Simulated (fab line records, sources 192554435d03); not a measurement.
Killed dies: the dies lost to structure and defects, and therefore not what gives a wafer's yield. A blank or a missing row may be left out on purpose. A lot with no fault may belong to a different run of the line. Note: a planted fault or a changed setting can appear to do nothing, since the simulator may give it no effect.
Split-lot experiment | flow n5-finfet | route with 1938 steps; 7 lots, 21 wafers read

== ON THE SPLIT ==
At N5_ZERO_LAYER_COAT_05 (resist thk 1000 nm), the setting spin-rpm was moved away from the recipe's 1500 rpm on 6 of the 21 wafers read, by +3.5% to +8.9%. This setting was run at the recipe's value on the other wafers.

== FROM THE SPLIT TO THE READING: what the file shows between them, 4 steps ==
- N5_ZERO_LAYER_EBR_07
- N5_ZERO_LAYER_SOFTBAKE_06: time 90 s
- N5_ZERO_LAYER_DESCUM_16: chemistry O2, time 7.9 s
- N5_ZERO_LAYER_ETCH_17: etches SiO2 in CF4, target depth 12 nm, time 13.3 s

== THE READING ==
coat_of_ZERO_LAYER_COAT_05.thk-nm (the simulator's own value, which no gauge read), in nm, at N5_ZERO_LAYER_ETCH_18 (etches Si in HBr/Cl2, target depth 120 nm, time 40 s). No usual value for it is given in the file. Across the 15 wafers here that went through the recipe, the average is 929.1 nm and the standard deviation 2.4 nm.

wafer  | tool, chamber at the split | spin-rpm as run, rpm | against the recipe | coat_of_ZERO_LAYER_COAT_05.thk-nm, nm | against lot-mates on the recipe
L074.2 | litho-track-03, 0          | 1500                 | recipe             | 926.2                                 | -
L074.3 | litho-track-03, 0          | 1500                 | recipe             | 929.9                                 | -
L074.4 | litho-track-03, 0          | 1500                 | recipe             | 929.3                                 | -
L085.2 | litho-track-02, 0          | 1634                 | +8.9%              | 883.5                                 | -42.8
L085.3 | litho-track-02, 0          | 1500                 | recipe             | 926.3                                 | -
L085.4 | litho-track-02, 0          | 1634                 | +8.9%              | 888.1                                 | -38.2
L086.1 | litho-track-01, 0          | 1570                 | +4.7%              | 905.1                                 | no lot-mate on the recipe
L086.4 | litho-track-01, 0          | 1570                 | +4.7%              | 903.7                                 | no lot-mate on the recipe
L086.6 | litho-track-01, 0          | 1570                 | +4.7%              | 903.6                                 | no lot-mate on the recipe
L088.3 | litho-track-03, 0          | 1553                 | +3.5%              | 916.5                                 | -14.1
L088.4 | litho-track-03, 0          | 1500                 | recipe             | 930.7                                 | -
L088.5 | litho-track-03, 0          | 1500                 | recipe             | 930.5                                 | -
L091.1 | litho-track-02, 0          | 1500                 | recipe             | 929                                   | -
L091.4 | litho-track-02, 0          | 1500                 | recipe             | 930.9                                 | -
L091.5 | litho-track-02, 0          | 1500                 | recipe             | 930.3                                 | -
L092.3 | litho-track-01, 0          | 1500                 | recipe             | 931                                   | -
L092.5 | litho-track-01, 0          | 1500                 | recipe             | 927.6                                 | -
L092.6 | litho-track-01, 0          | 1500                 | recipe             | 930.3                                 | -
L095.2 | litho-track-03, 0          | 1500                 | recipe             | 930                                   | -
L095.3 | litho-track-03, 0          | 1500                 | recipe             | 932.4                                 | -
L095.5 | litho-track-03, 0          | 1500                 | recipe             | 922.4                                 | -

THE FIT
A straight line over all 21 wafers: coat_of_ZERO_LAYER_COAT_05.thk-nm changes by -4.92 nm for each +1% of spin-rpm; r = -0.98; the points scatter about the line by 2.7 nm.
The same after taking each lot's own level away (the mean of its wafers on the recipe; 18 wafers): -4.5 nm for each +1%; r = -0.99; scatter 2.3 nm.
According to that fit, moving spin-rpm by its largest amount changes the reading by 40 nm.
Measured against the standard deviation above, the lots' own levels, which go from 926.30 to 930.60 nm, span 1.8 times it.
Hence the lot-to-lot level has little effect on the slope; both slopes agree.
Check: for one of the wafers moved furthest among these (+8.9%), held out of the fit, the line's prediction against its lot-mates is -37.9 nm. It came out at -42.8 nm against them.

== THESE WAFERS: OTHER SPLITS ==
These wafers also went through other splits before the reading. Each is held against what the fit with the lots' levels taken away leaves over:
other split on the same wafers | wafers away from the commonest value | r with coat_of_ZERO_LAYER_COAT_05.thk-nm (lot level and that fit taken away)
N5_ZERO_LAYER_PECVD_02 time-s  | 8                                    | -0.12

== THE WHOLE CHAIN: every reading that the file lists as answering this split, in the file's order ==
step                   | what it does                                         | reading                                                                            | change (the file's fit)              | r (the file's)
N5_ZERO_LAYER_COAT_05  | resist thk 1000 nm                                   | coat_of_ZERO_LAYER_COAT_05.thk-nm (the simulator's own value, which no gauge read) | -4.56 nm for each +1% of the setting | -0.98
N5_ZERO_LAYER_ETCH_18  | etches Si in HBr/Cl2, target depth 120 nm, time 40 s | coat_of_ZERO_LAYER_COAT_05.thk-nm (the simulator's own value, which no gauge read) | -4.45 nm for each +1% of the setting | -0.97
N5_ZERO_LAYER_STRIP_24 | strips in O2                                         | strip-time-to-endpoint-s                                                           | withheld for each +1% of the setting | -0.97

== THE FILE'S OWN FIT ==
coat_of_ZERO_LAYER_COAT_05.thk-nm changes by -4.45 nm for each +1% of spin-rpm, r = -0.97.
